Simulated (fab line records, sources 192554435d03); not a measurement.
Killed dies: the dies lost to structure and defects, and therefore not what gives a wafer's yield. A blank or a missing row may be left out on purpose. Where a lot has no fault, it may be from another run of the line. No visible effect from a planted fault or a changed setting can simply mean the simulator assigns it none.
fab line records	flow n5-finfet
record: lots: 24	wafers: 72	last-day: 18
route steps=1938 shown BEOL_M5@1114
lots that met no fault: taken from a fault-free run of the same line
start-h: hours from the record's first day to the start of the lot's first wafer shown	wait-h: hours since the lot's step before	" repeats the value in the row above	L1.1+2: several wafers, shown together as one row	- no value, or no start was given	* or withheld: withheld	< > ~ a bound
route shown NAME@n: names a module that has steps shown in the file, with the first one's number in the route	usual: mean/standard deviation of fault-free wafers	same: alike in all rows	chamber/n: place in a boat	sites: each site's reading	_std_site: the values' standard deviation	_edge_site: mean of outer sites minus mean of inner sites	radius-mm: for every site, how far away it sits from the centre of the wafer	mask NAME#n: copy n	behind: the last tool/chamber to shape the wafer	hold: why the lot was held/for how many hours/how that ended	device: the n, p or np transistor that did not switch	end of line: the route-end tests of the same wafers	a step with no rows: only its recipe	killed: not the wafer's yield, but the dies lost to structure and defects at the first sort	map: dies across one wafer; x = killed, . = not, _ = none there
set.NAME: setting as actually run; set.NAME@STEP: the setting as run at that earlier step	model.NAME: the simulator's own value behind a step, which no gauge read
a sample of lots followed through the steps of the route, with each step as a table and each wafer as a row
services: a tool's chamber out of use, with start hour (start-h, from the record's first day; less than 0 if before it), hours out, and reason
== steps ==
step: N5_BEOL_M5_THK_MEAS_01
recipe: reads: SiCOH_lowk_of_BEOL_M5_ILD_DEP_00
usual: M5_ILD_THK: 121.0/1.7
lot.wafer	tool	chamber	start-h	wait-h	M5_ILD_THK[nm]
L074.1	film-metro-02	-	164.88	0.4	120.5
L074.5	"	-	"	"	122.9
L074.6	"	-	"	"	123.0
L075.3	film-metro-01	-	171.30	0.3	119.7
L075.4	"	-	"	"	123.6
L075.6	"	-	"	"	121.9
L076.1	film-metro-01	-	181.57	0.8	122.0
L076.3	"	-	"	"	121.7
L076.5	"	-	"	"	120.6
L077.1	film-metro-02	-	189.96	0.4	117.5
L077.4	"	-	"	"	119.5
L077.5	"	-	"	"	121.0
L078.1	film-metro-01	-	190.11	0.4	122.4
L078.3	"	-	"	"	120.9
L078.5	"	-	"	"	123.3
L079.2	film-metro-01	-	193.32	0.4	119.6
L079.3	"	-	"	"	119.3
L079.6	"	-	"	"	120.9
L080.3	film-metro-01	-	216.83	0.3	121.3
L080.5	"	-	"	"	122.1
L080.6	"	-	"	"	122.3
L081.1	film-metro-01	-	223.20	0.4	119.1
L081.3	"	-	"	"	118.2
L081.6	"	-	"	"	119.0
L083.1	film-metro-01	-	227.43	0.8	120.6
L083.2	"	-	"	"	118.4
L083.3	"	-	"	"	121.2
L082.1	film-metro-02	-	238.71	0.4	122.0
L082.4	"	-	"	"	122.8
L082.5	"	-	"	"	125.3
L084.2	film-metro-02	-	253.43	0.7	121.9
L084.4	"	-	"	"	124.8
L084.5	"	-	"	"	124.0
L085.1	film-metro-01	-	253.59	0.4	118.1
L085.3	"	-	"	"	117.9
L085.6	"	-	"	"	120.6
L086.1	film-metro-01	-	255.25	0.8	122.2
L086.3	"	-	"	"	120.1
L086.4	"	-	"	"	124.1
L087.1	film-metro-02	-	258.57	0.4	119.4
L087.2	"	-	"	"	119.5
L087.5	"	-	"	"	120.5
L089.2	film-metro-02	-	259.60	0.4	117.2
L089.3	"	-	"	"	120.1
L089.5	"	-	"	"	119.4
L088.3	film-metro-02	-	260.44	0.3	120.8
L088.4	"	-	"	"	123.0
L088.5	"	-	"	"	123.5
L090.2	film-metro-02	-	264.21	0.4	122.4
L090.5	"	-	"	"	122.5
L090.6	"	-	"	"	119.6
L091.2	film-metro-01	-	284.90	0.4	117.7
L091.5	"	-	"	"	120.1
L091.6	"	-	"	"	119.9
L092.1	film-metro-02	-	285.75	0.4	118.0
L092.2	"	-	"	"	118.2
L092.5	"	-	"	"	119.5
L093.3	film-metro-01	-	289.37	0.3	120.4
L093.4	"	-	"	"	119.5
L093.6	"	-	"	"	123.1
L094.3	film-metro-01	-	311.88	0.3	118.7
L094.4	"	-	"	"	121.1
L094.5	"	-	"	"	121.9
L095.1	film-metro-02	-	311.99	0.4	120.2
L095.4	"	-	"	"	122.8
L095.6	"	-	"	"	121.7
L096.2	film-metro-02	-	313.50	0.4	121.1
L096.3	"	-	"	"	121.2
L096.4	"	-	"	"	122.4
L097.1	film-metro-02	-	318.66	0.4	119.2
L097.3	"	-	"	"	122.3
L097.6	"	-	"	"	124.5
step: N5_BEOL_M5_HM_OPEN_17
recipe: chemistry: Cl2/BCl3	target-depth-a: 200	overetch-a: 60	target: TiN	mask-material: SOC	ion-energy-ev: 150	pressure-mtorr: 10	icp-w: 1000	bias-w: 126	Cl2_flow_sccm: 53.25	bcl3-flow-sccm: 21.75	Ar_flow_sccm: 25
usual: bcl3-flow-sccm: 21.75/0.063	drypump-motor-current-A: 5.9/0.52	oes_ar_750_au: 0.79/0.12	oes-product-au: 0.66/0.11	throttle-valve-pct: 22.11/0.24
lot.wafer	tool	chamber	start-h	wait-h	bcl3-flow-sccm	drypump-motor-current-A	oes_ar_750_au	oes-product-au	rf-hours-counter-h	throttle-valve-pct
L074.1	rie-metal-02	0	166.00	0.0	21.77	6.5	0.63	0.52	130	22.36
L074.5	"	1	"	"	21.75	6.2	0.62	0.52	-	22.16
L074.6	"	0	"	"	21.76	6.5	0.62	0.53	-	22.37
L075.3	rie-metal-01	1	172.60	0.1	21.75	5.8	0.81	0.70	-	21.82
L075.4	"	0	"	"	21.75	4.9	0.70	0.57	-	21.95
L075.6	"	1	"	"	21.74	5.8	0.81	0.68	-	21.82
L076.1	rie-metal-02	0	184.84	0.0	21.81	6.5	0.62	0.52	132	22.40
L076.3	"	1	"	"	21.73	6.2	0.62	0.51	-	22.17
L076.5	"	0	"	"	21.79	6.4	0.62	0.52	-	22.39
L077.1	rie-metal-02	0	191.77	0.0	21.67	6.5	0.62	0.51	133	22.41
L077.4	"	1	"	"	21.71	6.2	0.61	0.51	-	22.18
L077.5	"	0	"	"	21.74	6.5	0.61	0.51	-	22.39
L078.1	rie-metal-01	1	192.00	0.0	21.86	5.8	0.81	0.68	37	21.84
L078.3	"	1	"	"	21.80	5.8	0.79	0.68	-	21.82
L078.5	"	0	"	"	21.72	4.8	0.69	0.56	-	21.98
L079.2	rie-metal-01	1	194.93	0.0	21.72	5.8	0.80	0.68	38	21.83
L079.3	"	1	"	"	21.75	5.8	0.80	0.68	-	21.84
L079.6	"	1	"	"	21.74	5.8	0.79	0.67	-	21.85
L080.3	rie-metal-02	1	218.11	0.1	21.78	6.2	0.61	0.51	-	22.16
L080.5	"	1	"	"	21.75	6.2	0.61	0.50	-	22.18
L080.6	"	0	"	"	21.90	6.5	0.95	0.81	-	22.10
L081.1	rie-metal-01	1	225.19	0.0	21.77	5.8	0.79	0.68	41	21.82
L081.3	"	1	"	"	21.88	5.8	0.79	0.68	-	21.81
L081.6	"	1	"	"	21.76	5.8	0.78	0.68	-	21.82
L083.1	rie-metal-02	0	228.91	0.0	21.82	6.5	0.94	0.79	2	22.09
L083.2	"	1	"	"	21.56	6.2	0.61	0.51	125	22.16
L083.3	"	0	"	"	21.75	6.5	0.95	0.79	-	22.10
L082.1	rie-metal-01	1	240.50	0.0	21.56	5.8	0.79	0.67	42	21.84
L082.4	"	0	"	"	21.66	4.8	0.69	0.56	-	22.00
L082.5	"	0	"	"	21.66	4.8	0.68	0.55	-	22.00
L084.2	rie-metal-01	0	255.15	0.0	21.75	4.8	0.68	0.55	113	21.99
L084.4	"	0	"	"	21.75	4.8	0.68	0.55	-	22.00
L084.5	"	1	"	"	21.71	5.8	0.78	0.67	-	21.84
L085.1	rie-metal-03	1	255.38	0.0	21.78	5.4	0.89	0.73	19	22.20
L085.3	"	0	"	"	21.80	5.9	0.65	0.56	-	22.75
L085.6	"	1	"	"	21.84	5.5	0.90	0.73	-	22.20
L086.1	rie-metal-02	0	258.13	0.0	21.76	6.5	0.91	0.77	4	22.09
L086.3	"	0	"	"	21.76	6.5	0.91	0.77	-	22.11
L086.4	"	0	"	"	21.71	6.5	0.92	0.77	-	22.12
L087.1	rie-metal-02	1	264.00	0.0	21.80	6.2	0.98	0.82	0	22.02
L087.2	"	0	"	"	21.93	6.5	0.91	0.76	5	22.13
L087.5	"	1	"	"	21.81	6.2	0.97	0.81	-	22.02
L089.2	rie-metal-03	0	264.16	0.0	21.75	5.9	0.65	0.55	102	22.76
L089.3	"	0	"	"	21.71	5.9	0.65	0.56	-	22.75
L089.5	"	1	"	"	21.82	5.4	0.89	0.73	-	22.21
L088.3	rie-metal-02	0	264.75	0.1	21.73	6.5	0.91	0.77	-	22.10
L088.4	"	1	"	"	21.68	6.2	0.97	0.81	-	22.02
L088.5	"	1	"	"	21.69	6.2	0.97	0.83	-	22.00
L090.2	rie-metal-03	0	265.55	0.0	21.71	5.9	0.64	0.54	102	22.74
L090.5	"	0	"	"	21.81	5.9	0.64	0.55	-	22.76
L090.6	"	1	"	"	21.83	5.4	0.89	0.72	-	22.22
L091.2	rie-metal-02	1	287.66	0.0	21.80	6.2	0.94	0.80	2	22.01
L091.5	"	0	"	"	21.75	6.5	0.89	0.76	-	22.11
L091.6	"	1	"	"	21.74	6.2	0.95	0.79	-	22.00
L092.1	rie-metal-02	1	288.10	0.0	21.68	6.2	0.95	0.80	2	22.02
L092.2	"	0	"	"	21.65	6.5	0.90	0.77	7	22.12
L092.5	"	1	"	"	21.79	6.2	0.94	0.79	-	22.02
L093.3	rie-metal-02	1	291.02	0.1	21.77	6.2	0.94	0.79	-	22.03
L093.4	"	0	"	"	21.80	6.5	0.90	0.76	-	22.11
L093.6	"	1	"	"	21.79	6.2	0.94	0.80	-	22.02
L094.3	rie-metal-01	1	314.14	0.1	21.70	5.8	0.77	0.66	-	21.84
L094.4	"	1	"	"	21.76	5.8	0.77	0.66	-	21.83
L094.5	"	1	"	"	21.70	5.8	0.76	0.65	-	21.84
L095.1	rie-metal-01	1	314.34	0.0	21.79	5.8	0.77	0.65	50	21.83
L095.4	"	1	"	"	21.84	5.8	0.76	0.66	-	21.84
L095.6	"	1	"	"	21.68	5.8	0.77	0.66	-	21.85
L096.2	rie-metal-03	1	314.72	0.2	21.65	5.4	0.87	0.73	24	22.21
L096.3	"	1	"	"	21.68	5.4	0.88	0.72	-	22.19
L096.4	"	0	"	"	21.73	5.9	0.64	0.55	-	22.76
L097.1	rie-metal-02	1	324.61	0.0	21.67	6.2	0.90	0.75	6	22.05
L097.3	"	1	"	"	21.77	6.2	0.90	0.76	-	22.02
L097.6	"	1	"	"	21.73	6.2	0.91	0.77	-	22.02
step: N5_BEOL_M5_INSPECT_30
recipe: mode: adi	inspect-instrument: brightfield
usual: raw-defect-count: 397/85
lot.wafer	tool	chamber	start-h	wait-h	raw-defect-count
L074.1	defect-inspect-01	-	168.08	0.1	450
L074.5	"	-	"	"	281
L074.6	"	-	"	"	464
L075.3	defect-inspect-02	-	173.88	0.0	367
L075.4	"	-	"	"	415
L075.6	"	-	"	"	250
L076.1	defect-inspect-01	-	187.35	0.1	463
L076.3	"	-	"	"	457
L076.5	"	-	"	"	482
L077.1	defect-inspect-02	-	192.39	0.1	343
L077.4	"	-	"	"	373
L077.5	"	-	"	"	436
L078.1	defect-inspect-02	-	192.73	0.1	348
L078.3	"	-	"	"	400
L078.5	"	-	"	"	377
L079.2	defect-inspect-02	-	199.36	0.0	386
L079.3	"	-	"	"	544
L079.6	"	-	"	"	496
L080.3	defect-inspect-02	-	219.00	0.0	372
L080.5	"	-	"	"	572
L080.6	"	-	"	"	404
L081.1	defect-inspect-02	-	227.23	0.1	314
L081.3	"	-	"	"	394
L081.6	"	-	"	"	390
L083.1	defect-inspect-02	-	230.04	0.1	418
L083.2	"	-	"	"	391
L083.3	"	-	"	"	349
L082.1	defect-inspect-02	-	241.64	0.1	308
L082.4	"	-	"	"	325
L082.5	"	-	"	"	333
L085.1	defect-inspect-01	-	257.02	0.1	344
L085.3	"	-	"	"	269
L085.6	"	-	"	"	344
L084.2	defect-inspect-02	-	257.20	0.0	382
L084.4	"	-	"	"	359
L084.5	"	-	"	"	368
L086.1	defect-inspect-01	-	263.10	0.1	386
L086.3	"	-	"	"	328
L086.4	"	-	"	"	480
L089.2	defect-inspect-01	-	265.67	0.0	303
L089.3	"	-	"	"	306
L089.5	"	-	"	"	377
L087.1	defect-inspect-01	-	265.72	0.1	331
L087.2	"	-	"	"	503
L087.5	"	-	"	"	444
L088.3	defect-inspect-01	-	265.89	0.0	397
L088.4	"	-	"	"	424
L088.5	"	-	"	"	517
L090.2	defect-inspect-01	-	271.87	0.0	396
L090.5	"	-	"	"	815
L090.6	"	-	"	"	570
L091.2	defect-inspect-02	-	289.70	0.0	482
L091.5	"	-	"	"	553
L091.6	"	-	"	"	373
L092.1	defect-inspect-02	-	289.88	0.1	489
L092.2	"	-	"	"	434
L092.5	"	-	"	"	493
L093.3	defect-inspect-02	-	293.85	0.0	343
L093.4	"	-	"	"	448
L093.6	"	-	"	"	502
L094.3	defect-inspect-01	-	315.93	0.0	408
L094.4	"	-	"	"	449
L094.5	"	-	"	"	410
L095.1	defect-inspect-02	-	316.11	0.1	297
L095.4	"	-	"	"	282
L095.6	"	-	"	"	391
L096.2	defect-inspect-02	-	316.29	0.0	318
L096.3	"	-	"	"	348
L096.4	"	-	"	"	320
L097.1	defect-inspect-01	-	325.40	0.1	454
L097.3	"	-	"	"	409
L097.6	"	-	"	"	293
step: N5_BEOL_M5_ALD_86
recipe: material: TaN	target-thk-a: *	temp-c: 275	ald-precursor-family: PDMAT	ald-co-reactant: NH3	pressure-torr: 3	carrier-flow-sccm: 1500	pulse-time-s: 2	purge-time-s: 3	co-reactant-purge-time-s: 2	co-reactant-pulse-time-s: 3	ald-cycles: 30	precursor-vessel-temp-c: 75	precursor-vessel-pressure-torr: 26.25	precursor-vessel-carrier-sccm: 1000
usual: heater-power-w: 416/63
same: pulse-time-s: 2
lot.wafer	tool	chamber	start-h	wait-h	heater-power-w
L074.1	ald-metal-01	2	169.45	0.1	462
L074.5	"	2	"	"	453
L074.6	"	1	"	"	463
L075.3	ald-metal-02	2	175.43	0.0	394
L075.4	"	3	"	"	408
L075.6	"	0	"	"	443
L076.1	ald-metal-01	0	188.95	0.0	342
L076.3	"	3	"	"	384
L076.5	"	1	"	"	450
L077.1	ald-metal-01	0	193.91	0.1	349
L077.4	"	1	"	"	450
L077.5	"	3	"	"	376
L078.1	ald-metal-04	3	193.97	0.0	532
L078.3	"	2	"	"	374
L078.5	"	1	"	"	488
L079.2	ald-metal-02	2	200.65	0.1	391
L079.3	"	3	"	"	401
L079.6	"	3	"	"	396
L080.3	ald-metal-04	3	220.46	0.0	548
L080.5	"	2	"	"	360
L080.6	"	3	"	"	543
L081.1	ald-metal-01	3	228.61	0.1	378
L081.3	"	0	"	"	346
L081.6	"	1	"	"	452
L083.1	ald-metal-01	3	231.52	0.1	383
L083.2	"	0	"	"	347
L083.3	"	2	"	"	461
L082.1	ald-metal-01	0	242.90	0.0	346
L082.4	"	1	"	"	456
L082.5	"	3	"	"	378
L085.1	ald-metal-04	0	258.22	0.1	325
L085.3	"	2	"	"	357
L085.6	"	3	"	"	545
L084.2	ald-metal-04	2	258.73	0.1	360
L084.4	"	1	"	"	485
L084.5	"	3	"	"	534
L086.1	ald-metal-01	3	264.38	0.0	382
L086.3	"	1	"	"	446
L086.4	"	2	"	"	446
L089.2	ald-metal-01	3	266.78	0.0	380
L089.3	"	1	"	"	452
L089.5	"	0	"	"	351
L087.1	ald-metal-04	2	266.88	0.1	357
L087.2	"	0	"	"	322
L087.5	"	1	"	"	483
L088.3	ald-metal-01	2	267.19	0.0	453
L088.4	"	3	"	"	378
L088.5	"	0	"	"	347
L090.2	ald-metal-04	3	273.27	0.1	526
L090.5	"	1	"	"	499
L090.6	"	2	"	"	354
L091.2	ald-metal-02	1	291.18	0.0	424
L091.5	"	1	"	"	432
L091.6	"	0	"	"	471
L092.1	ald-metal-04	3	291.26	0.0	540
L092.2	"	0	"	"	332
L092.5	"	0	"	"	324
L093.3	ald-metal-01	1	295.57	0.0	452
L093.4	"	3	"	"	379
L093.6	"	0	"	"	355
L094.3	ald-metal-04	0	317.46	0.2	330
L094.4	"	2	"	"	362
L094.5	"	0	"	"	320
L095.1	ald-metal-02	1	317.72	0.0	432
L095.4	"	2	"	"	400
L095.6	"	1	"	"	421
L096.2	ald-metal-01	3	317.84	0.0	368
L096.3	"	2	"	"	453
L096.4	"	0	"	"	349
L097.1	ald-metal-02	1	326.47	0.0	433
L097.3	"	3	"	"	405
L097.6	"	0	"	"	449
step: N5_BEOL_M5_SURFACE_TREAT_87
recipe: gas: Ar	time-s: *	ion-energy-ev: *	ion-current-ma-cm2: 0.5	pressure-mtorr: *	ar-flow-sccm: 30
usual: throttle-valve-pct: *
lot.wafer	tool	chamber	start-h	wait-h	throttle-valve-pct
L074.1	pvd-sputter-03	-	169.87	0.3	*
L074.5	"	-	"	"	*
L074.6	"	-	"	"	*
L075.3	pvd-sputter-01	-	175.86	0.3	*
L075.4	"	-	"	"	*
L075.6	"	-	"	"	*
L076.1	pvd-sputter-03	-	189.23	0.2	*
L076.3	"	-	"	"	*
L076.5	"	-	"	"	*
L077.1	pvd-sputter-02	-	194.15	0.1	*
L077.4	"	-	"	"	*
L077.5	"	-	"	"	*
L078.1	pvd-sputter-03	-	194.20	0.1	*
L078.3	"	-	"	"	*
L078.5	"	-	"	"	*
L079.2	pvd-sputter-03	-	200.91	0.2	*
L079.3	"	-	"	"	*
L079.6	"	-	"	"	*
L080.3	pvd-sputter-03	-	220.81	0.3	*
L080.5	"	-	"	"	*
L080.6	"	-	"	"	*
L081.1	pvd-sputter-02	-	228.92	0.2	*
L081.3	"	-	"	"	*
L081.6	"	-	"	"	*
L083.1	pvd-sputter-01	-	231.79	0.2	*
L083.2	"	-	"	"	*
L083.3	"	-	"	"	*
L082.1	pvd-sputter-02	-	243.18	0.2	*
L082.4	"	-	"	"	*
L082.5	"	-	"	"	*
L085.1	pvd-sputter-02	-	258.45	0.1	*
L085.3	"	-	"	"	*
L085.6	"	-	"	"	*
L084.2	pvd-sputter-01	-	259.09	0.3	*
L084.4	"	-	"	"	*
L084.5	"	-	"	"	*
L086.1	pvd-sputter-03	-	264.67	0.2	*
L086.3	"	-	"	"	*
L086.4	"	-	"	"	*
L089.2	pvd-sputter-01	-	267.00	0.1	*
L089.3	"	-	"	"	*
L089.5	"	-	"	"	*
L087.1	pvd-sputter-01	-	267.17	0.2	*
L087.2	"	-	"	"	*
L087.5	"	-	"	"	*
L088.3	pvd-sputter-03	-	268.89	1.6	*
L088.4	"	-	"	"	*
L088.5	"	-	"	"	*
L090.2	pvd-sputter-03	-	273.54	0.2	*
L090.5	"	-	"	"	*
L090.6	"	-	"	"	*
L091.2	pvd-sputter-01	-	291.41	0.1	*
L091.5	"	-	"	"	*
L091.6	"	-	"	"	*
L092.1	pvd-sputter-03	-	291.49	0.1	*
L092.2	"	-	"	"	*
L092.5	"	-	"	"	*
L093.3	pvd-sputter-01	-	295.85	0.2	*
L093.4	"	-	"	"	*
L093.6	"	-	"	"	*
L094.3	pvd-sputter-02	-	317.70	0.1	*
L094.4	"	-	"	"	*
L094.5	"	-	"	"	*
L095.1	pvd-sputter-01	-	318.80	1.0	*
L095.4	"	-	"	"	*
L095.6	"	-	"	"	*
L096.2	pvd-sputter-01	-	318.84	0.9	*
L096.3	"	-	"	"	*
L096.4	"	-	"	"	*
L097.1	pvd-sputter-01	-	326.70	0.1	*
L097.3	"	-	"	"	*
L097.6	"	-	"	"	*
step: N5_BEOL_M5_SPUTTER_48
recipe: material: Cu	target-thk-a: 150	temp-c: -20	chamber-pressure-pa: 0.07	power-w: withheld	time-s: 27.62
usual: throttle-valve-pct: 29.8/1.1
lot.wafer	tool	chamber	start-h	wait-h	throttle-valve-pct
L074.1	pvd-sputter-02	-	170.18	0.2	29.9
L074.5	"	-	"	"	31.2
L074.6	"	-	"	"	28.7
L075.3	pvd-sputter-02	-	176.08	0.1	31.4
L075.4	"	-	"	"	29.5
L075.6	"	-	"	"	29.5
L076.1	pvd-sputter-03	-	189.77	0.4	29.6
L076.3	"	-	"	"	28.6
L076.5	"	-	"	"	32.0
L077.1	pvd-sputter-02	-	194.67	0.3	31.5
L077.4	"	-	"	"	28.8
L077.5	"	-	"	"	28.8
L078.1	pvd-sputter-03	-	194.76	0.2	32.0
L078.3	"	-	"	"	28.7
L078.5	"	-	"	"	30.0
L079.2	pvd-sputter-03	-	201.19	0.1	31.8
L079.3	"	-	"	"	29.8
L079.6	"	-	"	"	28.7
L080.3	pvd-sputter-03	-	221.31	0.4	29.9
L080.5	"	-	"	"	28.3
L080.6	"	-	"	"	28.6
L081.1	pvd-sputter-03	-	229.78	0.5	31.7
L081.3	"	-	"	"	28.7
L081.6	"	-	"	"	28.3
L083.1	pvd-sputter-01	-	232.15	0.2	29.5
L083.2	"	-	"	"	29.7
L083.3	"	-	"	"	29.4
L082.1	pvd-sputter-02	-	243.39	0.1	30.0
L082.4	"	-	"	"	29.8
L082.5	"	-	"	"	29.8
L085.1	pvd-sputter-02	-	258.73	0.1	29.9
L085.3	"	-	"	"	28.5
L085.6	"	-	"	"	30.0
L084.2	pvd-sputter-01	-	261.65	2.2	29.6
L084.4	"	-	"	"	30.0
L084.5	"	-	"	"	29.8
L086.1	pvd-sputter-02	-	264.92	0.1	31.3
L086.3	"	-	"	"	29.8
L086.4	"	-	"	"	29.6
L089.2	pvd-sputter-01	-	267.29	0.1	29.9
L089.3	"	-	"	"	30.0
L089.5	"	-	"	"	29.9
L087.1	pvd-sputter-03	-	269.03	1.5	28.7
L087.2	"	-	"	"	29.7
L087.5	"	-	"	"	28.6
L088.3	pvd-sputter-02	-	269.47	0.2	31.4
L088.4	"	-	"	"	29.8
L088.5	"	-	"	"	29.8
L090.2	pvd-sputter-03	-	273.82	0.2	29.6
L090.5	"	-	"	"	28.4
L090.6	"	-	"	"	31.9
L091.2	pvd-sputter-02	-	291.86	0.2	29.7
L091.5	"	-	"	"	30.0
L091.6	"	-	"	"	31.5
L092.1	pvd-sputter-03	-	293.40	1.6	29.6
L092.2	"	-	"	"	28.4
L092.5	"	-	"	"	29.8
L093.3	pvd-sputter-01	-	296.07	0.1	29.8
L093.4	"	-	"	"	29.6
L093.6	"	-	"	"	29.8
L094.3	pvd-sputter-02	-	318.00	0.2	29.9
L094.4	"	-	"	"	28.6
L094.5	"	-	"	"	31.2
L095.1	pvd-sputter-01	-	319.02	0.1	31.2
L095.4	"	-	"	"	29.5
L095.6	"	-	"	"	29.7
L096.2	pvd-sputter-03	-	321.17	2.2	31.6
L096.3	"	-	"	"	28.3
L096.4	"	-	"	"	29.5
L097.1	pvd-sputter-02	-	327.37	0.3	29.7
L097.3	"	-	"	"	31.3
L097.6	"	-	"	"	31.6
== services ==
tool	chamber	start-h	hours	kind
rie-metal-02	0	145.50	5.4	repair
ald-metal-04	0	168.96	11.9	repair
rie-metal-02	0	197.32	-	clean
rie-metal-02	0	197.32	13.0	scheduled-down
rie-metal-02	0	197.32	13.0	vent-cycle
ald-metal-02	-	226.08	2.8	pm
ald-metal-02	3	229.30	42.8	repair
rie-metal-01	1	235.56	4.2	repair
rie-metal-02	1	246.69	-	clean
rie-metal-02	1	246.69	13.6	scheduled-down
rie-metal-02	1	246.69	13.6	vent-cycle
rie-metal-02	-	279.08	0.3	repair
rie-metal-01	0	310.11	4.5	repair
pvd-sputter-03	-	316.53	4.6	repair
rie-metal-01	0	323.34	-	clean
rie-metal-01	0	323.34	18.6	scheduled-down
rie-metal-01	0	323.34	18.6	vent-cycle
== key ==
fault none
